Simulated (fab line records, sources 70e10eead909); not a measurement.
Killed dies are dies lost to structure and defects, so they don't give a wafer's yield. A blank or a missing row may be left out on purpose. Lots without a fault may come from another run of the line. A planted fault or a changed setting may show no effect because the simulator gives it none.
Chamber matching | flow nand_harc | NHARC_A_STAIRCASE_CMP_472 on cmp-03: 4 sister chambers
The step polishes SiO2. 4 wafers are shown with their chamber, then 7 later ones without.

WAFERS WITH THEIR CHAMBER
wafer  | chamber | motor_current_A (A)
L085.5 | 2       | 11.9
L086.5 | 3       | 12.9
L087.1 | 1       | 13.1
L087.2 | 0       | 15.3

WAFERS WITHOUT THEIR CHAMBER
wafer  | motor_current_A (A)
L087.3 | 12.5
L090.1 | 13.8
L090.3 | 12.8
L090.5 | 15.2
L092.1 | 13.7
L092.3 | 12.7
L092.4 | 14.5

WHICH CHAMBER EACH WENT THROUGH
wafer  | from the rows above          | in truth
L087.3 | can't be placed: 3 or 1 or 2 | 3
L090.1 | can't be placed: 1 or 3 or 0 | 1
L090.3 | can't be placed: 3 or 1 or 2 | 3
L090.5 | 0                            | 0
L092.1 | can't be placed: 1 or 3      | 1
L092.3 | can't be placed: 3 or 1 or 2 | 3
L092.4 | can't be placed: 0 or 1 or 3 | 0
Placed correctly: 1 of 7. Can't be placed from these rows: 6 (the true chamber is among the candidates in 6). Placed wrongly: 0.
How it was worked out, from the rows above alone: a wafer's distance from a chamber is the root of the sum, over the readings, of the square of ((its reading less the chamber's mean) divided by the reading's scatter). The wafer belongs to the nearest chamber; if the next one is less than 2 further off, it can't be placed. A chamber's mean is the mean of its shown wafers. The scatter: with one shown wafer a chamber, the root of the mean of the squares of how far each hidden wafer lies from its nearest shown one.
